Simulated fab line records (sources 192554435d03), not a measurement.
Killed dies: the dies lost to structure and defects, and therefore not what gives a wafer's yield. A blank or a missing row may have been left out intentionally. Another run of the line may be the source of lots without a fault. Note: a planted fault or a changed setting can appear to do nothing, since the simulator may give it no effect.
Which tool did it? ; flow n5-finfet ; 9 lots, 26 wafers sampled, at 7 steps of a route of 1938

== WHAT EACH GAUGE READ, for each wafer ==
N5_MOL_CONTACT_COAG_CD_MEAS_40 targets a cd of 25.1 nm. Usual: 25.14 nm for cd-nm, sd 0.21.
lot;measured;on;cd-nm (nm);flag
L869;day 5 06:05;cd-sem-01;25.08 25.15 24.99;
L876;day 6 22:49;cd-sem-02;24.97 24.84 24.55;
L875;day 7 03:50;cd-sem-01;25.11 24.77 25.55;
L877;day 7 08:52;cd-sem-01;25.35 24.94 25.08;
L885;day 9 09:39;cd-sem-01;16.73 25.06 25.11;OFF
L887;day 9 16:09;cd-sem-03;17.29 25.28;OFF
L889;day 10 09:20;cd-sem-01;25.21 25.41 25.37;
L890;day 10 09:32;cd-sem-02;25.47 25.33 25.10;
L892;day 10 20:58;cd-sem-01;24.69 25.57 24.89;

N5_MOL_CONTACT_COAG_CD_MEAS_101 targets a cd of 16 nm. Usual: 16.0 nm for cd-nm, sd 0.33.
lot;measured;on;cd-nm (nm);flag
L869;day 5 07:19;cd-sem-03;15.6 16.6 16.2;
L876;day 6 23:59;cd-sem-01;16.1 16.3 16.0;
L875;day 7 04:53;cd-sem-03;16.1 16.1 16.1;
L877;day 7 10:01;cd-sem-01;16.3 15.7 15.6;
L885;day 9 10:36;cd-sem-02;7.0 15.1 15.3;OFF
L887;day 9 17:20;cd-sem-01;8.0 16.4;OFF
L889;day 10 10:20;cd-sem-03;15.7 16.0 15.9;
L890;day 10 10:51;cd-sem-03;15.8 16.8 15.9;
L892;day 10 22:12;cd-sem-03;16.0 16.1 16.2;

N5_BEOL_M4_RC_MEAS_101. Usual: DIBL_N 35.8 mV/V, standard deviation 1.8; DIBL_P 35.9 mV/V, standard deviation 2.2; IOFF_N 0.16 nA/um, standard deviation 0.035; IOFF_P 0.21 nA/um, standard deviation 0.04; ION_N 672 uA/um, standard deviation 11; ION_P 461 uA/um, standard deviation 7.4; SS_N 71.4 mV/dec, standard deviation 0.64; SS_P 73.2 mV/dec, standard deviation 0.67; VT_N 250 mV, standard deviation 3.5; VT_P -251 mV, standard deviation 3.4.
lot;measured;on;DIBL_N (mV/V);DIBL_P (mV/V);IOFF_N (nA/um);IOFF_P (nA/um);ION_N (uA/um);ION_P (uA/um);SS_N (mV/dec);SS_P (mV/dec);VT_N (mV);VT_P (mV);flag
L869;day 7 19:40;prober-02;35.0 35.8 35.0;34.4 36.3 35.2;0.15 0.17 0.15;0.16 0.19 0.17;664 691 671;450 467 459;71.5 72.1 72.0;73.0 73.8 72.7;250 248 248;-254 -252 -252;
L876;day 9 17:13;prober-01;36.0 39.2 38.9;35.7 39.2 39.0;0.15 0.21 0.20;0.20 0.27 0.25;665 683 676;462 468 470;71.5 72.0 72.2;72.8 74.2 73.1;254 251 248;-250 -248 -250;
L875;day 10 00:50;prober-01;38.6 36.7 35.0;40.7 37.9 36.7;0.21 0.17 0.13;0.24 0.19 0.17;691 683 665;467 459 451;72.3 72.1 71.1;73.7 72.5 72.8;247 249 254;-250 -251 -255;
L877;day 9 22:04;prober-02;36.3 38.0 36.0;36.0 39.9 36.2;0.15 0.19 0.15;0.18 0.26 0.19;663 677 667;455 462 458;71.7 71.8 71.1;73.6 74.1 73.6;251 249 249;-253 -249 -251;
L885;day 12 01:58;prober-02;34.5 33.8;35.6 34.5;0.13 0.12;0.19 0.18;667 667;461 469;70.7 70.6;73.1 72.2;251 251;-251 -251;
L887;day 12 16:58;prober-01;32.9;31.6;0.11;0.15;661;456;70.9;72.5;252;-256;
L889;day 12 18:34;prober-02;35.1 36.7 34.3;36.4 38.3 35.3;0.15 0.19 0.14;0.23 0.26 0.21;668 679 669;461 472 466;71.7 72.2 71.8;73.3 72.9 72.9;248 246 252;-248 -245 -248;
L890;day 12 23:56;prober-01;37.1 36.5 33.7;37.8 36.8 32.5;0.17 0.15 0.11;0.21 0.20 0.15;679 674 660;458 468 454;72.1 71.4 70.9;74.1 73.9 72.8;246 251 255;-251 -255 -255;
L892;day 13 23:44;prober-02;34.4 35.2 32.4;33.0 34.1 30.8;0.11 0.12 0.09;0.17 0.18 0.14;659 658 653;459 459 453;70.6 71.7 70.3;72.5 72.9 71.6;255 255 257;-251 -253 -255;

== EACH LOT AND THE TOOL THAT RAN IT (in order: tool; ch and the chambers of the sampled wafers; start) ==
lot;N5_MOL_CONTACT_COAG_ETCH_91;N5_MOL_CONTACT_COAG_EXPOSE_37;N5_MOL_CONTACT_COAG_ALD_133;N5_MOL_CONTACT_COAG_ETCHBACK_134
L869;rie-diel-02 ch 0,2,3, day 5 05:01;euv-scanner-02 ch 0, day 5 05:57;ald-sin-01 ch 0,1,2, day 5 06:36;rie-diel-02 ch 1,2,3, day 5 06:48
L876;rie-diel-02 ch 0,1, day 6 22:02;euv-scanner-02 ch 0, day 6 22:40;ald-sin-04 ch 0,3, day 6 23:15;rie-diel-04 ch 1,3, day 6 23:26
L875;rie-diel-05 ch 0,1,3, day 7 02:37;euv-scanner-01 ch 0, day 7 03:41;ald-sin-03 ch 0,1,3, day 7 04:05;rie-diel-05 ch 0,2,3, day 7 04:19
L877;rie-diel-04 ch 0,2,3, day 7 07:41;euv-scanner-02 ch 0, day 7 08:44;ald-sin-01 ch 1,2, day 7 09:17;rie-diel-04 ch 0,2,3, day 7 09:31
L885;rie-diel-05 ch 2,3, day 9 08:52;euv-scanner-02 ch 0, day 9 09:31;ald-sin-01 ch 0,3, day 9 09:55;rie-diel-05 ch 1,2, day 9 10:05
L887;rie-diel-04 ch 1,3, day 9 15:11;euv-scanner-02 ch 0, day 9 16:01;ald-sin-04 ch 1,2, day 9 16:39;rie-diel-02 ch 0,3, day 9 16:50
L889;rie-diel-05 ch 0,2,3, day 10 08:26;euv-scanner-01 ch 0, day 10 09:12;ald-sin-01 ch 0,1,2, day 10 09:36;rie-diel-04 ch 0,2,3, day 10 09:50
L890;rie-diel-04 ch 0,1,3, day 10 08:45;euv-scanner-01 ch 0, day 10 09:23;ald-sin-03 ch 0,2,3, day 10 10:00;rie-diel-04 ch 0,1,3, day 10 10:20
L892;rie-diel-05 ch 0,3, day 10 20:12;euv-scanner-01 ch 0, day 10 20:50;ald-sin-04 ch 0,1,3, day 10 21:30;rie-diel-02 ch 0,2, day 10 21:41
- N5_MOL_CONTACT_COAG_ETCH_91: etches SOC in N2/H2, target depth 60 nm, overetch 21 nm, time 101.2 s.
- N5_MOL_CONTACT_COAG_EXPOSE_37: exposes mask VD, defocus 0 nm.
- N5_MOL_CONTACT_COAG_ALD_133: deposits SiO2, target thk 5 nm, pulse time 1 s, co reactant pulse time 1 s.
- N5_MOL_CONTACT_COAG_ETCHBACK_134: etches SiO2 in CHF3, target depth 10 nm, time 6.7 s.

== AS READ BY THE TOOLS THEMSELVES (means over the sampled wafers that have a number; for cases with no such wafer, the mark the record gives instead) ==
N5_MOL_CONTACT_COAG_ETCH_91. Usual: drypump-motor-current-A 5.6 A, standard deviation 0.39; oes-product-au 0.67 a.u., standard deviation 0.072; rf-vpp-V 524.4 V, standard deviation 2.7; showerhead-plenum-p-Torr 2.57 Torr, standard deviation 0.088; throttle-valve-pct 17.71 %, standard deviation 0.22.
lot;tool;drypump-motor-current-A (A);oes-product-au (a.u.);rf-vpp-V (V);showerhead-plenum-p-Torr (Torr);throttle-valve-pct (%);flag
L869;rie-diel-02;5.8;0.71;522.4;2.50;17.65;
L876;rie-diel-02;5.4;0.60;524.3;2.60;18.01;
L875;rie-diel-05;5.6;0.64;525.4;2.58;17.83;
L877;rie-diel-04;5.5;0.68;526.2;2.63;17.78;
L885;rie-diel-05;5.8;0.58;524.7;2.58;17.44;
L887;rie-diel-04;5.2;0.75;525.0;2.60;17.58;
L889;rie-diel-05;5.7;0.62;524.9;2.60;17.61;
L890;rie-diel-04;5.4;0.70;524.5;2.58;17.63;
L892;rie-diel-05;5.7;0.62;524.2;2.56;17.67;

N5_MOL_CONTACT_COAG_EXPOSE_37. Usual: 23.00 C for reticle-temp-C, sd 0.11.
lot;tool;reticle-temp-C (C);flag
L869;euv-scanner-02;23.01;
L876;euv-scanner-02;23.00;
L875;euv-scanner-01;23.06;
L877;euv-scanner-02;22.92;
L885;euv-scanner-02;22.98;
L887;euv-scanner-02;22.99;
L889;euv-scanner-01;22.90;
L890;euv-scanner-01;22.92;
L892;euv-scanner-01;22.90;

N5_MOL_CONTACT_COAG_ALD_133. Usual: heater-power-w 75 W, standard deviation 7.3; precursor-pulse-height-rel 1.000, standard deviation 0.019.
lot;tool;heater-power-w (W);precursor-pulse-height-rel;flag
L869;ald-sin-01;70;1.000;
L876;ald-sin-04;70;1.006;
L875;ald-sin-03;81;0.992;
L877;ald-sin-01;74;0.985;
L885;ald-sin-01;71;0.993;
L887;ald-sin-04;79;1.020;
L889;ald-sin-01;71;1.004;
L890;ald-sin-03;82;1.007;
L892;ald-sin-04;75;0.982;

N5_MOL_CONTACT_COAG_ETCHBACK_134. Usual: drypump-motor-current-A 5.6 A, standard deviation 0.36; mfc-ar-sccm 200.0 sccm, standard deviation 0.64; oes-product-au 0.81 a.u., standard deviation 0.092; rf-vpp-V 522 V, standard deviation 8.5; showerhead-plenum-p-Torr 2.41 Torr, standard deviation 0.077; throttle-valve-pct 18.58 %, standard deviation 0.21.
lot;tool;drypump-motor-current-A (A);mfc-ar-sccm (sccm);oes-product-au (a.u.);rf-vpp-V (V);showerhead-plenum-p-Torr (Torr);throttle-valve-pct (%);flag
L869;rie-diel-02;5.8;200.4;0.80;523;2.36;18.79;
L876;rie-diel-04;5.1;199.9;0.85;522;2.47;18.50;
L875;rie-diel-05;5.7;199.2;0.77;528;2.44;18.46;
L877;rie-diel-04;5.5;200.4;0.81;519;2.46;18.65;
L885;rie-diel-05;5.7;200.1;0.79;520;2.42;18.45;
L887;rie-diel-02;5.5;200.1;0.82;514;2.37;18.64;
L889;rie-diel-04;5.5;200.1;0.78;519;2.45;18.69;
L890;rie-diel-04;5.4;199.6;0.83;522;2.41;18.45;
L892;rie-diel-02;6.2;199.9;0.75;525;2.31;18.58;

== THE ANSWER, worked out from the rows above alone ==
Rule: lot off if the mean of its wafers having a number is beyond 3 standard deviations from the usual mean. A lot without any number at a reading at which 4 lots or more have one is off too. Where the step has rows for the other lots, those lots are counted as sound. First the gauges in route order, then the tools' own readings, where a lot's mean is used as printed above. At the first step where some lot is off, the reading lying furthest off is the one used; lots without a number count as furthest.
Off, at N5_MOL_CONTACT_COAG_CD_MEAS_40 on cd-nm: L885, L887.
If a tool, at a process step before that reading, ran all the lots that are off and no sound lot after the first of them, it fits. Those tools and the gauges at N5_MOL_CONTACT_COAG_CD_MEAS_40 are tried in the same way. One fits: N5_MOL_CONTACT_COAG_EXPOSE_37 on euv-scanner-02. A fault onset in the window from L877 (day 7 08:44, its last sound lot) to L885 (day 9 09:31, its first lot off) fits.

== WHAT THE SIMULATOR PUT IN ==
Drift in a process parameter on euv-scanner-02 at N5_MOL_CONTACT_COAG_EXPOSE_37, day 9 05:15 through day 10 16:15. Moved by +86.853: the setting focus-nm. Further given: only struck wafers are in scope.
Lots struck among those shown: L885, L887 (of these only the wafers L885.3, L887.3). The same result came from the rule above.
